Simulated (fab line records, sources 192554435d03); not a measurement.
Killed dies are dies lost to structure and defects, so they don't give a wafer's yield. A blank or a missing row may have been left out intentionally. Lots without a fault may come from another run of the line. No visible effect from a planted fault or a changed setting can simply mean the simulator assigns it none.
Split-lot experiment || flow n5-finfet || route with 1938 steps; 7 lots, 39 wafers read

== THE SPLIT ==
At N5_BEOL_M5_ILD_DEP_00 (deposits SiCOH lowk from DEMS/porogen, target thk 140.64 nm, time 25.9 s), the setting time-s was moved away from the recipe's 25.9 s on 9 of the 39 wafers read, by -44.6% to +52.0%. All remaining wafers had this setting at the recipe value.

== SPLIT TO READING: what lies between them in the file, 1 step ==
- N5_BEOL_M5_CURE_79: cures SiCOH lowk, time 240 s

== THE READING ==
Values of M5_ILD_THK in nm from N5_BEOL_M5_THK_MEAS_01. Typical for fault-free wafers on this fab line: 121.5 nm, with standard deviation 1.6 nm.

{"wafer": "L074.1", "tool, chamber at the split": "pecvd-01, 0", "time-s as run, s": 25.9, "against the recipe": "recipe", "M5_ILD_THK, nm": 119.9, "against lot-mates on the recipe": "-"}
{"wafer": "L074.2", "tool, chamber at the split": "pecvd-01, 2", "time-s as run, s": 25.9, "against the recipe": "recipe", "M5_ILD_THK, nm": 120.5, "against lot-mates on the recipe": "-"}
{"wafer": "L074.3", "tool, chamber at the split": "pecvd-01, 1", "time-s as run, s": 25.9, "against the recipe": "recipe", "M5_ILD_THK, nm": 121.0, "against lot-mates on the recipe": "-"}
{"wafer": "L074.4", "tool, chamber at the split": "pecvd-01, 0", "time-s as run, s": 25.9, "against the recipe": "recipe", "M5_ILD_THK, nm": 122.0, "against lot-mates on the recipe": "-"}
{"wafer": "L074.5", "tool, chamber at the split": "pecvd-01, 1", "time-s as run, s": 25.9, "against the recipe": "recipe", "M5_ILD_THK, nm": 123.4, "against lot-mates on the recipe": "-"}
{"wafer": "L074.6", "tool, chamber at the split": "pecvd-01, 2", "time-s as run, s": 25.9, "against the recipe": "recipe", "M5_ILD_THK, nm": 122.9, "against lot-mates on the recipe": "-"}
{"wafer": "L075.1", "tool, chamber at the split": "pecvd-02, 1", "time-s as run, s": 25.9, "against the recipe": "recipe", "M5_ILD_THK, nm": 122.1, "against lot-mates on the recipe": "-"}
{"wafer": "L075.2", "tool, chamber at the split": "pecvd-02, 0", "time-s as run, s": 25.9, "against the recipe": "recipe", "M5_ILD_THK, nm": 121.2, "against lot-mates on the recipe": "-"}
{"wafer": "L075.3", "tool, chamber at the split": "pecvd-02, 0", "time-s as run, s": 39.37, "against the recipe": "+52.0%", "M5_ILD_THK, nm": 185.7, "against lot-mates on the recipe": "+63.9"}
{"wafer": "L075.4", "tool, chamber at the split": "pecvd-02, 1", "time-s as run, s": 39.37, "against the recipe": "+52.0%", "M5_ILD_THK, nm": 185.3, "against lot-mates on the recipe": "+63.5"}
{"wafer": "L075.5", "tool, chamber at the split": "pecvd-02, 1", "time-s as run, s": 25.9, "against the recipe": "recipe", "M5_ILD_THK, nm": 122.1, "against lot-mates on the recipe": "-"}
{"wafer": "L075.6", "tool, chamber at the split": "pecvd-02, 0", "time-s as run, s": 39.37, "against the recipe": "+52.0%", "M5_ILD_THK, nm": 183.4, "against lot-mates on the recipe": "+61.6"}
{"wafer": "L078.2", "tool, chamber at the split": "pecvd-03, 2", "time-s as run, s": 25.9, "against the recipe": "recipe", "M5_ILD_THK, nm": 118.5, "against lot-mates on the recipe": "-"}
{"wafer": "L078.4", "tool, chamber at the split": "pecvd-03, 2", "time-s as run, s": 25.9, "against the recipe": "recipe", "M5_ILD_THK, nm": 120.2, "against lot-mates on the recipe": "-"}
{"wafer": "L078.6", "tool, chamber at the split": "pecvd-03, 0", "time-s as run, s": 25.9, "against the recipe": "recipe", "M5_ILD_THK, nm": 122.5, "against lot-mates on the recipe": "-"}
{"wafer": "L085.1", "tool, chamber at the split": "pecvd-01, 1", "time-s as run, s": 14.36, "against the recipe": "-44.6%", "M5_ILD_THK, nm": 72.3, "against lot-mates on the recipe": -51.4}
{"wafer": "L085.2", "tool, chamber at the split": "pecvd-01, 0,2", "time-s as run, s": 25.9, "against the recipe": "recipe", "M5_ILD_THK, nm": 123.3, "against lot-mates on the recipe": "-"}
{"wafer": "L085.3", "tool, chamber at the split": "pecvd-01, 2", "time-s as run, s": 14.36, "against the recipe": "-44.6%", "M5_ILD_THK, nm": 68.2, "against lot-mates on the recipe": -55.5}
{"wafer": "L085.4", "tool, chamber at the split": "pecvd-01, 1", "time-s as run, s": 14.36, "against the recipe": "-44.6%", "M5_ILD_THK, nm": 71.0, "against lot-mates on the recipe": -52.7}
{"wafer": "L085.5", "tool, chamber at the split": "pecvd-01, 0", "time-s as run, s": 25.9, "against the recipe": "recipe", "M5_ILD_THK, nm": 124.4, "against lot-mates on the recipe": "-"}
{"wafer": "L085.6", "tool, chamber at the split": "pecvd-01, 0,2", "time-s as run, s": 25.9, "against the recipe": "recipe", "M5_ILD_THK, nm": 123.5, "against lot-mates on the recipe": "-"}
{"wafer": "L088.1", "tool, chamber at the split": "pecvd-02, 0", "time-s as run, s": 25.9, "against the recipe": "recipe", "M5_ILD_THK, nm": 120.8, "against lot-mates on the recipe": "-"}
{"wafer": "L088.2", "tool, chamber at the split": "pecvd-02, 2", "time-s as run, s": 30.17, "against the recipe": "+16.5%", "M5_ILD_THK, nm": 140.4, "against lot-mates on the recipe": "+18.5"}
{"wafer": "L088.3", "tool, chamber at the split": "pecvd-02, 1", "time-s as run, s": 30.17, "against the recipe": "+16.5%", "M5_ILD_THK, nm": 138.5, "against lot-mates on the recipe": "+16.6"}
{"wafer": "L088.4", "tool, chamber at the split": "pecvd-02, 1", "time-s as run, s": 30.17, "against the recipe": "+16.5%", "M5_ILD_THK, nm": 142.5, "against lot-mates on the recipe": "+20.6"}
{"wafer": "L088.5", "tool, chamber at the split": "pecvd-02, 0", "time-s as run, s": 25.9, "against the recipe": "recipe", "M5_ILD_THK, nm": 122.8, "against lot-mates on the recipe": "-"}
{"wafer": "L088.6", "tool, chamber at the split": "pecvd-02, 2", "time-s as run, s": 25.9, "against the recipe": "recipe", "M5_ILD_THK, nm": 122.0, "against lot-mates on the recipe": "-"}
{"wafer": "L092.1", "tool, chamber at the split": "pecvd-03, 1", "time-s as run, s": 25.9, "against the recipe": "recipe", "M5_ILD_THK, nm": 120.2, "against lot-mates on the recipe": "-"}
{"wafer": "L092.2", "tool, chamber at the split": "pecvd-03, 2", "time-s as run, s": 25.9, "against the recipe": "recipe", "M5_ILD_THK, nm": 120.9, "against lot-mates on the recipe": "-"}
{"wafer": "L092.3", "tool, chamber at the split": "pecvd-03, 0", "time-s as run, s": 25.9, "against the recipe": "recipe", "M5_ILD_THK, nm": 121.9, "against lot-mates on the recipe": "-"}
{"wafer": "L092.4", "tool, chamber at the split": "pecvd-03, 0", "time-s as run, s": 25.9, "against the recipe": "recipe", "M5_ILD_THK, nm": 123.0, "against lot-mates on the recipe": "-"}
{"wafer": "L092.5", "tool, chamber at the split": "pecvd-03, 2", "time-s as run, s": 25.9, "against the recipe": "recipe", "M5_ILD_THK, nm": 123.2, "against lot-mates on the recipe": "-"}
{"wafer": "L092.6", "tool, chamber at the split": "pecvd-03, 1", "time-s as run, s": 25.9, "against the recipe": "recipe", "M5_ILD_THK, nm": 123.3, "against lot-mates on the recipe": "-"}
{"wafer": "L097.1", "tool, chamber at the split": "pecvd-02, 1", "time-s as run, s": 25.9, "against the recipe": "recipe", "M5_ILD_THK, nm": 120.7, "against lot-mates on the recipe": "-"}
{"wafer": "L097.2", "tool, chamber at the split": "pecvd-02, 2", "time-s as run, s": 25.9, "against the recipe": "recipe", "M5_ILD_THK, nm": 121.3, "against lot-mates on the recipe": "-"}
{"wafer": "L097.3", "tool, chamber at the split": "pecvd-02, 0", "time-s as run, s": 25.9, "against the recipe": "recipe", "M5_ILD_THK, nm": 121.5, "against lot-mates on the recipe": "-"}
{"wafer": "L097.4", "tool, chamber at the split": "pecvd-02, 2", "time-s as run, s": 25.9, "against the recipe": "recipe", "M5_ILD_THK, nm": 122.7, "against lot-mates on the recipe": "-"}
{"wafer": "L097.5", "tool, chamber at the split": "pecvd-02, 1", "time-s as run, s": 25.9, "against the recipe": "recipe", "M5_ILD_THK, nm": 124.5, "against lot-mates on the recipe": "-"}
{"wafer": "L097.6", "tool, chamber at the split": "pecvd-02, 0", "time-s as run, s": 25.9, "against the recipe": "recipe", "M5_ILD_THK, nm": 124.0, "against lot-mates on the recipe": "-"}
Rows listing several chambers each stand for several wafers; the file does not say which wafer went through which chamber.

THE FIT
A straight line over all 39 wafers: M5_ILD_THK changes by +1.18 nm for each +1% of time-s; r = +1.00; the points scatter about the line by 1.6 nm.
The same after taking each lot's own level away (the mean of its wafers on the recipe; 39 wafers): +1.2 nm for each +1%; r = +1.00; scatter 1.3 nm.
According to that fit, moving time-s by its largest amount changes the reading by 62 nm.
From 120.40 to 123.73 nm: that is the span of the lots' own levels, equal to 2.1 times the standard deviation above.
So the lot-to-lot level changes the slope little: the two slopes agree.
Check: with one of the wafers moved furthest among these (+52.0%) left out of the fit, the line predicts +62 nm for it against its lot-mates. Against them it came out at +63.9 nm.

== THE WHOLE CHAIN: every reading that the file lists as answering this split, in the file's order ==
{"step": "N5_BEOL_M5_ILD_DEP_00", "what it does": "deposits SiCOH lowk from DEMS/porogen, target thk 140.64 nm, time 25.9 s", "reading": "SiCOH_lowk_of_BEOL_M5_ILD_DEP_00.thk-nm (the simulator's own value, which no gauge read)", "change (the file's fit)": "+1.38 nm for each +1% of the setting", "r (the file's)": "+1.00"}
{"step": "N5_BEOL_M5_CURE_79", "what it does": "cures SiCOH lowk, time 240 s", "reading": "SiCOH_lowk_of_BEOL_M5_ILD_DEP_00.thk-nm (the simulator's own value, which no gauge read)", "change (the file's fit)": "+1.2 nm for each +1% of the setting", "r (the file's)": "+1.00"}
{"step": "N5_BEOL_M5_THK_MEAS_01", "what it does": "", "reading": "M5_ILD_THK", "change (the file's fit)": "+1.2 for each +1% of the setting", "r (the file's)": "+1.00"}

== FILE'S OWN FIT ==
M5_ILD_THK changes by +1.2 nm for each +1% of time-s, r = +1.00.
